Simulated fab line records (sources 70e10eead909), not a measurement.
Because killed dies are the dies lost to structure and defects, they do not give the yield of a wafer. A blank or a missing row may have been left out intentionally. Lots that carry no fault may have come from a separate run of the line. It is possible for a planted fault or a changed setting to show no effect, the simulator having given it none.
Which of the tools did it? + flow nand-harc + Sampling: 14 lots, 42 wafers, 6 of 1302 route steps

== WHAT THE GAUGES READ, wafer by wafer ==
NHARC_A_ZERO_WELL_INSPECT_17.
| lot  | measured     | on                | raw-defect-count |
|------|--------------|-------------------|------------------|
| L660 | day 7 14:20  | defect-inspect-02 | 7 3 9            |
| L662 | day 8 02:40  | defect-inspect-02 | 10 14 10         |
| L663 | day 8 09:14  | defect-inspect-01 | 7 9 7            |
| L665 | day 9 10:21  | defect-inspect-01 | 14 17 5          |
| L666 | day 9 15:38  | defect-inspect-02 | 21 21 10         |
| L670 | day 11 09:07 | defect-inspect-02 | 2 7 8            |
| L672 | day 12 05:11 | defect-inspect-01 | 7 10 10          |
| L676 | day 14 02:17 | defect-inspect-02 | 12 19 11         |
| L677 | day 14 11:45 | defect-inspect-01 | 11 10 15         |
| L679 | day 15 04:23 | defect-inspect-01 | 5 14 3           |
| L678 | day 15 05:15 | defect-inspect-01 | 8 5 8            |
| L680 | day 16 00:41 | defect-inspect-02 | 6 8 6            |
| L681 | day 16 07:10 | defect-inspect-02 | 7 6 6            |
| L682 | day 16 19:46 | defect-inspect-02 | 3 6 21           |

NHARC_A_SOURCE_PLATE_THK_MEAS_06: measures by ellipsometry.
| lot  | measured     | on            | thk-nm (nm)       |
|------|--------------|---------------|-------------------|
| L660 | day 8 10:17  | film-metro-02 | 197.0 198.6 200.9 |
| L662 | day 8 22:59  | film-metro-02 | 198.7 198.5 198.6 |
| L663 | day 9 05:36  | film-metro-02 | 200.0 199.8 200.3 |
| L665 | day 10 06:19 | film-metro-01 | 196.4 195.0 196.7 |
| L666 | day 10 11:51 | film-metro-02 | 198.0 196.3 197.9 |
| L670 | day 12 06:27 | film-metro-01 | 203.0 201.0 202.6 |
| L672 | day 13 02:25 | film-metro-02 | 200.8 197.8 196.2 |
| L676 | day 14 22:19 | film-metro-02 | 200.1 198.6 199.2 |
| L677 | day 15 08:13 | film-metro-01 | 192.6 194.4 194.6 |
| L679 | day 16 02:41 | film-metro-02 | 198.5 201.4 199.2 |
| L678 | day 16 02:41 | film-metro-01 | 199.3 199.1 201.3 |
| L680 | day 16 20:37 | film-metro-01 | 198.5 199.3 197.2 |
| L681 | day 17 04:39 | film-metro-01 | 200.1 199.5 201.8 |
| L682 | day 17 15:52 | film-metro-01 | 201.8 204.4 202.2 |

NHARC_A_ONON_D1_THK_MEAS_05: measures by ellipsometry.
| lot  | measured     | on            | thk-nm (nm)    |
|------|--------------|---------------|----------------|
| L660 | day 8 11:32  | film-metro-02 | 990 988 989    |
| L662 | day 9 00:20  | film-metro-01 | 992 993 994    |
| L663 | day 9 06:50  | film-metro-02 | 1003 1002 1001 |
| L665 | day 10 07:34 | film-metro-01 | 992 994 992    |
| L666 | day 10 13:05 | film-metro-01 | 991 991 992    |
| L670 | day 12 07:40 | film-metro-01 | 668 668 667    |
| L672 | day 13 03:40 | film-metro-02 | 665 665 664    |
| L676 | day 14 23:32 | film-metro-01 | 997 996 994    |
| L677 | day 15 09:28 | film-metro-02 | 988 988 987    |
| L679 | day 16 03:55 | film-metro-02 | 1000 1001 1000 |
| L678 | day 16 03:53 | film-metro-01 | 997 997 998    |
| L680 | day 16 21:50 | film-metro-01 | 996 997 998    |
| L681 | day 17 05:51 | film-metro-01 | 1014 1014 1012 |
| L682 | day 17 17:05 | film-metro-02 | 1008 1005 1007 |

NHARC_END_SORT_01.
| lot  | measured     | on        | killed-at-array | killed-at-other | killed-at-periphery | killed-dies | killed-open | killed-short |
|------|--------------|-----------|-----------------|-----------------|---------------------|-------------|-------------|--------------|
| L670 | day 28 10:52 | prober-02 | 671 672 673     | 2 0 0           | 4 5 4               | 677 677 677 | 3 1 0       | 1 4 3        |
| L672 | day 30 00:46 | prober-02 | 676 677 676     | 0 0 0           | 1 0 1               | 677 677 677 | 1 1 4       | 3 3 1        |

== WHAT TOOL EACH LOT RAN ON (gives the tool, then ch and the chambers of the sampled wafers, and finally the start) ==
| lot  | NHARC_P_BONDPAD_PVD_17                  | NHARC_A_ONON_D1_DEP_03           |
|------|-----------------------------------------|----------------------------------|
| L660 | pvd-sputter-03, day 7 14:20 or earlier  | pecvd-onon-04 ch 0, day 8 11:02  |
| L662 | pvd-sputter-02, day 8 02:40 or earlier  | pecvd-onon-01 ch 0, day 8 23:49  |
| L663 | pvd-sputter-02, day 8 09:14 or earlier  | pecvd-onon-02 ch 0, day 9 06:30  |
| L665 | pvd-sputter-02, day 9 10:21 or earlier  | pecvd-onon-04 ch 0, day 10 07:04 |
| L666 | pvd-sputter-02, day 9 15:38 or earlier  | pecvd-onon-01 ch 0, day 10 12:42 |
| L670 | pvd-sputter-01, day 11 09:07 or earlier | pecvd-onon-04 ch 0, day 12 07:09 |
| L672 | pvd-sputter-03, day 12 05:11 or earlier | pecvd-onon-04 ch 0, day 13 03:13 |
| L676 | pvd-sputter-02, day 14 02:17 or earlier | pecvd-onon-01 ch 0, day 14 23:01 |
| L677 | pvd-sputter-03, day 14 11:45 or earlier | pecvd-onon-02 ch 0, day 15 08:58 |
| L679 | pvd-sputter-02, day 15 04:23 or earlier | pecvd-onon-02 ch 0, day 16 03:31 |
| L678 | pvd-sputter-03, day 15 05:15 or earlier | pecvd-onon-04 ch 0, day 16 03:26 |
| L680 | pvd-sputter-02, day 16 00:41 or earlier | pecvd-onon-04 ch 0, day 16 21:23 |
| L681 | pvd-sputter-02, day 16 07:10 or earlier | pecvd-onon-01 ch 0, day 17 05:20 |
| L682 | pvd-sputter-01, day 16 19:46 or earlier | pecvd-onon-04 ch 0, day 17 16:34 |
- NHARC_P_BONDPAD_PVD_17: deposits TaN, target thk 5 nm, time 8.06 s.
- NHARC_A_ONON_D1_DEP_03: target thk 1000 nm.

== WHAT THE TOOLS THEMSELVES READ (means of the sampled wafers that have a number; where no wafer has one, the mark that the record gives instead) ==
NHARC_P_BONDPAD_PVD_17.
| lot  | tool           | throttle-valve-pct (%) |
|------|----------------|------------------------|
| L660 | pvd-sputter-03 | 29.2                   |
| L662 | pvd-sputter-02 | 30.8                   |
| L663 | pvd-sputter-02 | 29.8                   |
| L665 | pvd-sputter-02 | 29.1                   |
| L666 | pvd-sputter-02 | 30.0                   |
| L670 | pvd-sputter-01 | 30.2                   |
| L672 | pvd-sputter-03 | 29.3                   |
| L676 | pvd-sputter-02 | 29.6                   |
| L677 | pvd-sputter-03 | 29.5                   |
| L679 | pvd-sputter-02 | 30.6                   |
| L678 | pvd-sputter-03 | 30.1                   |
| L680 | pvd-sputter-02 | 30.3                   |
| L681 | pvd-sputter-02 | 30.7                   |
| L682 | pvd-sputter-01 | 29.0                   |

== THE ANSWER, worked out from the rows above alone ==
Rule: what is usual is taken from the lots themselves. The widest of any qualifying gaps counts: lots, ordered by their means at a reading, are off when they make up no more than a third of the lots, leave a main group of 4 or more, and stand apart from it by 3 or more times the standard deviation of that group's means. If all means in a main group match to the digits the tables above print for the reading, that group is not used. A lot without any number at a reading at which 4 lots or more have one is off too. The other lots that the step has rows for count as sound. The gauges are gone through in route order, then the tools' own readings, and for those a lot's mean is taken as printed above. At the first step where some lot is off, the reading lying furthest off is the one used; lots without a number count as furthest.
Off at NHARC_A_ONON_D1_THK_MEAS_05 (thk-nm): L670, L672. Main group: mean 997 nm, sd 7.2.
If a tool, at a process step before that reading, ran all the lots that are off and no sound lot after the first of them, it fits. The gauges at NHARC_A_ONON_D1_THK_MEAS_05 are tried like those tools. NHARC_P_BONDPAD_PVD_17 gives no start for some lots, so the hours and the order of its lots are those of NHARC_A_ZERO_WELL_INSPECT_17. Not one of the candidates tried fits.

== WHAT THE SIMULATOR PUT IN ==
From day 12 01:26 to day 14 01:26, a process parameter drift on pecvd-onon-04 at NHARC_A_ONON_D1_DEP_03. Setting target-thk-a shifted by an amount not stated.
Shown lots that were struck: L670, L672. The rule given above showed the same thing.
